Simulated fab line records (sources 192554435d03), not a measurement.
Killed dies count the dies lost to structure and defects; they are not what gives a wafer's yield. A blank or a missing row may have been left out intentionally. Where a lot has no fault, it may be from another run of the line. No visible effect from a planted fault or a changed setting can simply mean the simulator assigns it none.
fab line records	flow n5_finfet	part 1 of 2: steps 1 to 12 of 24
[record] lots = 5	wafers = 15	last_day = 18
route steps=1938 shown BEOL_M3@970
lots with no fault: from the same line, run without faults
start_h: start of the lot's first displayed wafer, in hours after the record's first day	wait_h: how many hours have passed since the lot's step before this one	" as in the row above	L1.1+2: a single row standing in for several wafers	- no value, or no start was given	* or withheld: withheld	< > ~ a bound
route shown NAME@n: a module of which the file shows steps, and the number in the route of the first	usual: mean/standard deviation taken from wafers without a fault	same: alike in all rows	chamber/n: place in a boat	sites: per-site readings	_std_site: how widely they spread, as a standard deviation	_edge_site: mean of outer sites minus mean of inner sites	radius_mm: for every site, how far away it sits from the centre of the wafer	mask NAME#n: copy n	behind: tool/chamber where the wafer was last shaped	hold: why the lot was held/for how many hours/how that ended	device: names the non-switching transistor (n, p or np)	end of line: the route-end tests of the same wafers	where a step has no rows: the recipe by itself	killed: dies that structure and defects cost at the first sort, which is not the same as the wafer's yield	map: dies across one wafer; x = killed, . = not, _ = none there
set.NAME: the setting that was run; set.NAME@STEP: the one run at that earlier step	model.NAME: the simulator's own value behind a step, which no gauge read
lots at selected steps of the route; one table per step, one row per wafer
services: the hour from which a tool's chamber was out of use, counted from the record's first day as start_h (under 0 if before that day), plus the number of hours and why
[[steps]]
[step N5_BEOL_M3_ETCH_77]
[recipe] chemistry = N2/H2	target = underlayer	target_depth_a = 65	mask_material = CAR-EUV	time_s = 5.2	ion_energy_ev = 200	pressure_mtorr = 30	source_w = 840	bias_w = 150	n2_flow_sccm = 200	h2_flow_sccm = 200	ends = cleared
[usual] chamber_pressure_mTorr = 30.00/0.042	drypump_motor_current_A = 5.7/0.55	etch_rf_on_time_s = 5.21/0.13	h2_flow_sccm = 199.9/0.62	oes_product_au = 0.67/0.074	rf_vpp_V = 523.9/2.5	showerhead_plenum_p_Torr = 2.55/0.078	throttle_valve_pct = 17.83/0.22
lot.wafer	tool	chamber	start_h	wait_h	chamber_pressure_mTorr	drypump_motor_current_A	etch_rf_on_time_s	h2_flow_sccm	oes_product_au	rf_hours_counter_h	rf_vpp_V	showerhead_plenum_p_Torr	throttle_valve_pct
L075.2	rie_diel-03	1	144.92	0.0	30.01	5.7	5.27	200.0	0.80	10	522.8	2.61	17.63
L075.4	"	0	"	"	29.99	6.5	5.19	199.3	0.58	238	524.9	2.62	17.96
L075.6	"	0	"	"	29.96	6.5	5.22	199.7	0.57	-	527.0	2.62	17.93
L087.1	rie_diel-03	3	229.04	0.0	30.09	5.4	5.16	199.6	0.59	227	524.7	2.62	18.10
L087.2	"	1	"	"	29.88	5.6	5.36	200.4	0.74	39	523.9	2.59	17.68
L087.6	"	0	"	"	30.08	6.5	5.12	200.3	0.83	-	523.9	2.62	17.63
L091.1	rie_diel-03	0	253.49	0.0	30.05	6.5	5.12	200.3	0.81	17	525.1	2.61	17.63
L091.2	"	1	"	"	30.04	5.7	5.42	199.2	0.72	47	522.1	2.59	17.71
L091.4	"	2	"	"	29.98	6.6	5.01	200.2	0.80	5	523.3	2.49	17.57
L093.1	rie_diel-03	1	261.01	0.0	29.97	5.7	5.35	200.0	0.73	49	525.7	2.59	17.70
L093.3	"	2	"	"	30.02	6.6	5.08	199.7	0.81	7	525.2	2.49	17.60
L093.5	"	3	"	"	29.99	5.4	5.15	200.9	0.59	-	523.2	2.62	18.12
L094.1	rie_diel-01	1	277.06	0.0	29.99	4.9	5.28	200.4	0.58	224	527.5	2.62	17.87
L094.2	"	2	"	"	30.01	6.0	5.05	199.3	0.67	118	524.0	2.54	17.86
L094.4	"	0	"	"	30.05	5.2	5.08	199.6	0.64	175	523.2	2.53	18.15
[step N5_BEOL_M3_ETCH_69]
[recipe] chemistry = CF4	target = SiARC	target_depth_a = 156	mask_material = CAR-EUV	time_s = 26	ion_energy_ev = 80	pressure_mtorr = 40	source_w = 545	bias_w = 36	Ar_flow_sccm = 100	cf4_flow_sccm = 100	ends = cleared
[usual] cf4_flow_sccm = 99.96/0.3	chamber_pressure_mTorr = 40.00/0.033	drypump_motor_current_A = 5.7/0.54	etch_rf_on_time_s = 26.1/0.64	oes_product_au = 0.67/0.073	rf_vpp_V = 184.1/1.1	showerhead_plenum_p_Torr = 2.14/0.061	throttle_valve_pct = 15.60/0.27
lot.wafer	tool	chamber	start_h	wait_h	cf4_flow_sccm	chamber_pressure_mTorr	drypump_motor_current_A	etch_rf_on_time_s	oes_product_au	rf_hours_counter_h	rf_vpp_V	showerhead_plenum_p_Torr	throttle_valve_pct
L075.2	rie_diel-03	1	144.94	0.0	99.93	40.04	5.7	26.6	0.80	10	185.3	2.18	15.27
L075.4	"	0	"	"	99.60	40.01	6.5	26.2	0.57	238	184.8	2.19	15.53
L075.6	"	0	"	"	100.19	40.03	6.5	26.3	0.57	-	182.5	2.19	15.53
L087.1	rie_diel-03	3	229.05	0.0	100.10	39.99	5.4	25.6	0.59	227	185.8	2.20	15.86
L087.2	"	1	"	"	99.79	40.03	5.7	26.7	0.74	39	184.1	2.17	15.35
L087.6	"	0	"	"	100.14	39.96	6.5	26.1	0.82	-	184.9	2.18	15.10
L091.1	rie_diel-03	0	253.51	0.0	99.75	39.96	6.5	25.8	0.80	17	184.1	2.18	15.11
L091.2	"	1	"	"	99.96	39.99	5.7	26.7	0.73	47	184.3	2.17	15.36
L091.4	"	2	"	"	99.88	39.99	6.6	25.2	0.81	5	183.5	2.11	15.47
L093.1	rie_diel-03	1	261.03	0.0	100.15	39.97	5.7	26.4	0.74	49	184.3	2.17	15.36
L093.3	"	2	"	"	99.81	40.02	6.6	25.0	0.81	7	184.7	2.11	15.48
L093.5	"	3	"	"	100.21	39.99	5.4	25.4	0.58	-	183.9	2.19	15.89
L094.1	rie_diel-01	1	277.08	0.0	100.05	39.98	4.8	26.2	0.58	224	184.3	2.20	15.67
L094.2	"	2	"	"	99.92	39.95	6.0	24.9	0.67	118	183.4	2.17	15.72
L094.4	"	0	"	"	99.87	40.03	5.2	25.3	0.64	175	184.3	2.14	15.96
[step N5_BEOL_M3_ALD_98]
[recipe] material = SiO2	target_thk_a = 25	temp_c = 100	ald_precursor_family = BDEAS	ald_co_reactant = O2-plasma	pulse_time_s = 1	co_reactant_pulse_time_s = 1	purge_time_s = 2	co_reactant_purge_time_s = 2	ald_cycles = 17	pressure_torr = 2
[usual] heater_power_w = 73/7.3	precursor_pulse_height_rel = 1.001/0.02	susceptor_temp_C = 100.03/0.14
[same] co_reactant_pulse_time_s = 1
lot.wafer	tool	chamber	start_h	wait_h	heater_power_w	precursor_pulse_height_rel	susceptor_temp_C
L075.2	ald_sin-04	0	145.02	0.1	60	0.986	100.24
L075.4	"	2	"	"	70	1.005	99.87
L075.6	"	0	"	"	60	0.999	100.03
L087.1	ald_sin-01	1	229.14	0.1	78	0.963	99.84
L087.2	"	3	"	"	85	1.014	100.12
L087.6	"	1	"	"	77	0.999	99.79
L091.1	ald_sin-04	3	253.65	0.1	74	1.008	99.91
L091.2	"	1	"	"	76	1.009	100.26
L091.4	"	2	"	"	70	0.967	99.94
L093.1	ald_sin-02	1	261.11	0.1	67	0.999	99.99
L093.3	"	0	"	"	71	1.008	99.98
L093.5	"	3	"	"	69	1.006	100.13
L094.1	ald_sin-01	1	277.50	0.4	78	1.036	100.16
L094.2	"	3	"	"	81	0.987	100.21
L094.4	"	2	"	"	87	1.024	100.23
[step N5_BEOL_M3_ETCHBACK_99]
[recipe] chemistry = CHF3	target = SiO2	target_depth_a = 50	time_s = 10.4	source_w = 215	bias_w = 47	Ar_flow_sccm = 200	CHF3_flow_sccm = 12	ion_energy_ev = 100	pressure_mtorr = 30
[usual] chamber_pressure_mTorr = 30.001/0.026	drypump_motor_current_A = 5.7/0.53	oes_product_au = 0.78/0.084	rf_vpp_V = 239/5.6	showerhead_plenum_p_Torr = 2.15/0.061	throttle_valve_pct = 17.08/0.25
lot.wafer	tool	chamber	start_h	wait_h	chamber_pressure_mTorr	drypump_motor_current_A	oes_product_au	rf_hours_counter_h	rf_vpp_V	showerhead_plenum_p_Torr	throttle_valve_pct
L075.2	rie_diel-06	2	147.65	2.6	29.964	5.0	0.93	22	246	2.11	16.58
L075.4	"	1	"	"	29.968	5.0	0.74	204	231	2.13	17.11
L075.6	"	1	"	"	30.010	5.1	0.74	-	232	2.13	17.10
L087.1	rie_diel-03	1	232.92	3.7	30.028	5.7	0.87	40	239	2.18	16.79
L087.2	"	3	"	"	30.041	5.4	0.69	228	236	2.21	17.29
L087.6	"	0	"	"	30.045	6.5	0.96	-	247	2.19	16.58
L091.1	rie_diel-01	2	258.96	5.3	29.978	6.0	0.78	112	236	2.18	17.18
L091.2	"	0	"	"	30.043	5.2	0.76	170	236	2.15	17.41
L091.4	"	3	"	"	30.005	5.9	0.71	212	236	2.04	17.20
L093.1	rie_diel-03	2	261.40	0.2	30.013	6.6	0.94	7	242	2.12	16.96
L093.3	"	1	"	"	29.997	5.7	0.86	49	236	2.18	16.80
L093.5	"	0	"	"	30.024	6.5	0.95	-	249	2.19	16.59
L094.1	rie_diel-01	2	277.85	0.3	29.961	6.0	0.78	118	235	2.18	17.22
L094.2	"	3	"	"	30.040	5.9	0.71	218	236	2.04	17.24
L094.4	"	0	"	"	29.985	5.2	0.74	175	236	2.15	17.43
[step N5_BEOL_M3_ETCH_70]
[recipe] chemistry = N2/H2	target = SOC	target_depth_a = 800	overetch_a = 160	mask_material = SiARC	temp_c = 40	time_s = 120	ion_energy_ev = 200	pressure_mtorr = 30	source_w = 840	bias_w = 150	n2_flow_sccm = 200	h2_flow_sccm = 200
[usual] chamber_pressure_mTorr = 30.002/0.027	drypump_motor_current_A = 5.7/0.53	h2_flow_sccm = 200.0/0.62	oes_product_au = 0.60/0.061	rf_vpp_V = 523.9/2.3	showerhead_plenum_p_Torr = 2.55/0.075	throttle_valve_pct = 17.82/0.21
lot.wafer	tool	chamber	start_h	wait_h	chamber_pressure_mTorr	drypump_motor_current_A	h2_flow_sccm	oes_product_au	rf_hours_counter_h	rf_vpp_V	showerhead_plenum_p_Torr	throttle_valve_pct
L075.2	rie_diel-06	2	147.69	0.0	29.977	4.9	201.7	0.71	22	522.4	2.50	17.37
L075.4	"	1	"	"	29.972	5.1	200.1	0.57	204	521.7	2.51	17.68
L075.6	"	1	"	"	29.987	5.1	199.8	0.56	-	522.3	2.51	17.68
L087.1	rie_diel-03	1	232.96	0.0	30.014	5.7	200.1	0.67	40	525.0	2.59	17.65
L087.2	"	3	"	"	30.042	5.4	199.9	0.52	228	527.3	2.62	18.07
L087.6	"	0	"	"	30.033	6.5	201.1	0.73	-	525.3	2.61	17.56
L091.1	rie_diel-01	2	259.00	0.0	30.013	6.0	199.7	0.59	112	525.3	2.55	17.82
L091.2	"	0	"	"	29.969	5.2	199.3	0.57	170	523.6	2.53	18.10
L091.4	"	3	"	"	29.985	5.9	199.5	0.56	212	520.8	2.43	18.08
L093.1	rie_diel-03	2	261.44	0.0	30.019	6.6	200.5	0.69	7	522.9	2.49	17.52
L093.3	"	1	"	"	29.959	5.7	200.3	0.66	49	526.3	2.59	17.66
L093.5	"	0	"	"	29.994	6.5	199.6	0.71	-	524.7	2.61	17.59
L094.1	rie_diel-01	2	277.88	0.0	30.010	6.0	199.9	0.58	118	523.8	2.54	17.83
L094.2	"	3	"	"	30.004	5.9	199.8	0.55	218	521.4	2.43	18.09
L094.4	"	0	"	"	29.996	5.2	198.7	0.56	175	523.7	2.53	18.10
[step N5_BEOL_M3_STRIP_71]
[recipe] chemistry = N2/H2	temp_c = 40	n2_flow_sccm = 200	h2_flow_sccm = 200	rf_frequency_hz = 6e+07
lot.wafer	tool	chamber	start_h	wait_h
L075.2+4+6	rie_diel-06	2,1,1	147.77	0.0
L087.1+2+6	rie_diel-03	1,3,0	233.04	0.0
L091.1+2+4	rie_diel-01	2,0,3	259.08	0.0
L093.1+3+5	rie_diel-03	2,1,0	261.52	0.0
L094.1+2+4	rie_diel-01	2,3,0	277.96	0.0
[step N5_BEOL_M3_STRIP_78]
[recipe] chemistry = N2/H2	temp_c = 40	n2_flow_sccm = 200	h2_flow_sccm = 200	rf_frequency_hz = 6e+07
lot.wafer	tool	chamber	start_h	wait_h
L075.2+4+6	rie_diel-06	2,1,1	147.78	0.0
L087.1+2+6	rie_diel-03	1,3,0	233.05	0.0
L091.1+2+4	rie_diel-01	2,0,3	259.09	0.0
L093.1+3+5	rie_diel-03	2,1,0	261.53	0.0
L094.1+2+4	rie_diel-01	2,3,0	277.97	0.0
[step N5_BEOL_M3_VIA_ETCH_34]
[recipe] chemistry = C4F6/O2	target_depth_a = 694	mask_material = SOC	pressure_mtorr = 15	ion_energy_ev = 250	taper_deg = 4	time_s = 65.9	source_w = 350	bias_w = 170	Ar_flow_sccm = 300	C4F6_flow_sccm = 10	O2_flow_sccm = 10
[usual] chamber_pressure_mTorr = 15.000/0.013	drypump_motor_current_A = 5.7/0.53	oes_product_au = 0.78/0.085	rf_vpp_V = 663/15	showerhead_plenum_p_Torr = 2.85/0.078	throttle_valve_pct = 30.73/0.28
lot.wafer	tool	chamber	start_h	wait_h	chamber_pressure_mTorr	drypump_motor_current_A	oes_product_au	rf_hours_counter_h	rf_vpp_V	showerhead_plenum_p_Torr	throttle_valve_pct
L075.2	rie_diel-06	2	147.79	0.0	15.000	5.0	0.93	22	675	2.79	30.34
L075.4	"	1	"	"	14.988	5.1	0.72	204	641	2.82	30.56
L075.6	"	1	"	"	15.004	5.1	0.72	-	642	2.82	30.56
L087.1	rie_diel-03	1	233.06	0.0	15.014	5.7	0.88	40	656	2.88	30.46
L087.2	"	3	"	"	14.994	5.4	0.70	228	655	2.91	30.72
L087.6	"	0	"	"	14.982	6.5	0.97	-	685	2.90	30.31
L091.1	rie_diel-01	2	259.10	0.0	15.008	6.0	0.79	112	652	2.88	31.04
L091.2	"	0	"	"	14.979	5.2	0.76	170	655	2.84	31.22
L091.4	"	3	"	"	15.004	5.9	0.72	213	653	2.70	30.95
L093.1	rie_diel-03	2	261.54	0.0	14.997	6.6	0.94	7	667	2.80	30.72
L093.3	"	1	"	"	15.014	5.7	0.86	49	657	2.88	30.45
L093.5	"	0	"	"	15.007	6.5	0.94	-	685	2.89	30.34
L094.1	rie_diel-01	2	277.98	0.0	14.988	6.0	0.78	118	653	2.88	31.05
L094.2	"	3	"	"	15.014	5.9	0.71	218	652	2.70	30.96
L094.4	"	0	"	"	14.989	5.2	0.75	175	653	2.84	31.24
[step N5_BEOL_M3_STRIP_83]
[recipe] chemistry = C4F6/O2	resist = SiARC	rf_frequency_hz = 6e+07
lot.wafer	tool	chamber	start_h	wait_h
L075.2+4+6	rie_diel-06	2,1,1	147.84	0.0
L087.1+2+6	rie_diel-03	1,3,0	233.11	0.0
L091.1+2+4	rie_diel-01	2,0,3	259.15	0.0
L093.1+3+5	rie_diel-03	2,1,0	261.59	0.0
L094.1+2+4	rie_diel-01	2,3,0	278.03	0.0
[step N5_BEOL_M3_STRIP_36]
[recipe] chemistry = N2/H2	power_w = 450	temp_c = 40	pressure_mtorr = 20	rf_frequency_hz = 6e+07	overash_fraction = 0.3	bias_power_w = 7	h2_frac = 0.5	n2_flow_sccm = 200	h2_flow_sccm = 200
[usual] chamber_pressure_mTorr = 20.00/0.032	drypump_motor_current_A = 5.7/0.53	h2_flow_sccm = 200.0/0.62	oes_product_au = 0.78/0.085	rf_vpp_V = 59.2/1.4	showerhead_plenum_p_Torr = 2.54/0.075	throttle_valve_pct = 23.64/0.23
lot.wafer	tool	chamber	start_h	wait_h	chamber_pressure_mTorr	drypump_motor_current_A	h2_flow_sccm	oes_product_au	rf_hours_counter_h	rf_vpp_V	showerhead_plenum_p_Torr	throttle_valve_pct
L075.2	rie_diel-06	2	147.85	0.0	20.01	5.0	199.3	0.94	22	60.2	2.49	23.24
L075.4	"	1	"	"	20.01	5.1	200.5	0.72	204	58.9	2.50	23.31
L075.6	"	1	"	"	20.00	5.1	201.0	0.73	-	60.0	2.50	23.30
L087.1	rie_diel-03	1	233.12	0.0	20.03	5.7	199.4	0.88	40	60.1	2.59	23.56
L087.2	"	3	"	"	20.02	5.5	198.7	0.70	228	59.3	2.62	23.77
L087.6	"	0	"	"	20.01	6.5	200.6	0.95	-	57.0	2.61	23.63
L091.1	rie_diel-01	2	259.16	0.0	20.00	6.0	199.4	0.78	112	58.3	2.54	23.69
L091.2	"	0	"	"	20.01	5.2	198.9	0.74	170	57.8	2.53	23.98
L091.4	"	3	"	"	20.02	5.9	199.7	0.73	213	59.0	2.43	23.98
L093.1	rie_diel-03	2	261.60	0.0	19.97	6.6	199.5	0.94	7	58.9	2.49	23.24
L093.3	"	1	"	"	20.00	5.7	199.7	0.87	49	59.4	2.59	23.56
L093.5	"	0	"	"	20.03	6.5	200.3	0.94	-	61.4	2.61	23.62
L094.1	rie_diel-01	2	278.04	0.0	20.01	6.0	199.7	0.77	118	58.1	2.54	23.69
L094.2	"	3	"	"	20.04	6.0	200.2	0.73	218	57.8	2.42	24.02
L094.4	"	0	"	"	19.96	5.3	199.5	0.75	175	59.0	2.53	23.99
[step N5_BEOL_M3_TRENCH_ETCH_37]
[recipe] chemistry = C4F6/O2	target_depth_a = 555.55	target = SiOC	time_s = 29.2	ion_energy_ev = 250	pressure_mtorr = 30	source_w = 355	bias_w = 185	Ar_flow_sccm = 300	C4F6_flow_sccm = 10	O2_flow_sccm = 10
[usual] chamber_pressure_mTorr = 29.999/0.027	drypump_motor_current_A = 5.7/0.53	oes_product_au = 0.78/0.083	rf_vpp_V = 663/15	showerhead_plenum_p_Torr = 2.85/0.077	throttle_valve_pct = 20.86/0.25
lot.wafer	tool	chamber	start_h	wait_h	chamber_pressure_mTorr	drypump_motor_current_A	oes_product_au	rf_hours_counter_h	rf_vpp_V	showerhead_plenum_p_Torr	throttle_valve_pct
L075.2	rie_diel-06	2	-	-	29.955	5.0	0.92	22	676	2.80	20.36
L075.4	"	1	"	"	29.996	5.1	0.72	204	641	2.82	20.85
L075.6	"	1	"	"	30.009	5.1	0.72	-	642	2.82	20.85
L087.1	rie_diel-03	1	-	-	30.031	5.7	0.87	40	658	2.88	20.57
L087.2	"	3	"	"	29.985	5.4	0.70	228	657	2.92	21.03
L087.6	"	0	"	"	30.015	6.5	0.97	-	687	2.90	20.37
L091.1	rie_diel-01	2	-	-	30.039	6.0	0.78	112	651	2.89	21.02
L091.2	"	0	"	"	29.977	5.2	0.75	170	652	2.84	21.21
L091.4	"	3	"	"	29.993	5.9	0.71	213	653	2.71	21.00
L093.1	rie_diel-03	2	-	-	29.973	6.6	0.93	7	670	2.81	20.79
L093.3	"	1	"	"	29.958	5.7	0.85	49	657	2.88	20.59
L093.5	"	0	"	"	30.024	6.5	0.94	-	686	2.90	20.40
L094.1	rie_diel-01	2	-	-	30.010	6.0	0.77	118	652	2.89	21.04
L094.2	"	3	"	"	29.974	5.9	0.71	218	653	2.71	21.01
L094.4	"	0	"	"	30.035	5.2	0.74	175	653	2.84	21.22
[step N5_BEOL_M3_ETCH_41]
[recipe] chemistry = CH3F/O2	target = SiCN	target_depth_a = 299	taper_deg = 2	time_s = 52.5	ion_energy_ev = 120	mask_material = TiN	pressure_mtorr = 30	source_w = 395	bias_w = 75	Ar_flow_sccm = 150	CH3F_flow_sccm = 30	O2_flow_sccm = 20
[usual] chamber_pressure_mTorr = 30.00/0.03	drypump_motor_current_A = 5.7/0.54	oes_product_au = 0.78/0.084	rf_vpp_V = 297.3/1.5	showerhead_plenum_p_Torr = 2.01/0.056	throttle_valve_pct = 16.33/0.24
lot.wafer	tool	chamber	start_h	wait_h	chamber_pressure_mTorr	drypump_motor_current_A	oes_product_au	rf_hours_counter_h	rf_vpp_V	showerhead_plenum_p_Torr	throttle_valve_pct
L075.2	rie_diel-06	2	-	-	29.99	5.0	0.92	22	297.3	1.96	15.83
L075.4	"	1	"	"	30.05	5.1	0.73	204	295.6	1.98	16.34
L075.6	"	1	"	"	30.06	5.1	0.73	-	295.8	1.98	16.34
L087.1	rie_diel-03	1	-	-	30.00	5.7	0.88	40	297.3	2.03	16.05
L087.2	"	3	"	"	29.99	5.4	0.69	228	298.0	2.06	16.56
L087.6	"	0	"	"	30.02	6.5	0.96	-	297.0	2.04	15.85
L091.1	rie_diel-01	2	-	-	29.96	6.0	0.78	112	297.7	2.03	16.43
L091.2	"	0	"	"	30.01	5.2	0.75	170	297.5	2.00	16.67
L091.4	"	3	"	"	30.06	5.9	0.71	213	295.7	1.90	16.50
L093.1	rie_diel-03	2	-	-	29.99	6.6	0.94	7	296.2	1.97	16.20
L093.3	"	1	"	"	30.10	5.7	0.85	49	298.4	2.03	16.09
L093.5	"	0	"	"	29.96	6.5	0.94	-	296.9	2.04	15.85
L094.1	rie_diel-01	2	-	-	29.99	6.0	0.77	118	296.5	2.02	16.42
L094.2	"	3	"	"	30.01	5.9	0.71	218	296.1	1.90	16.50
L094.4	"	0	"	"	29.99	5.2	0.75	175	296.7	2.00	16.66
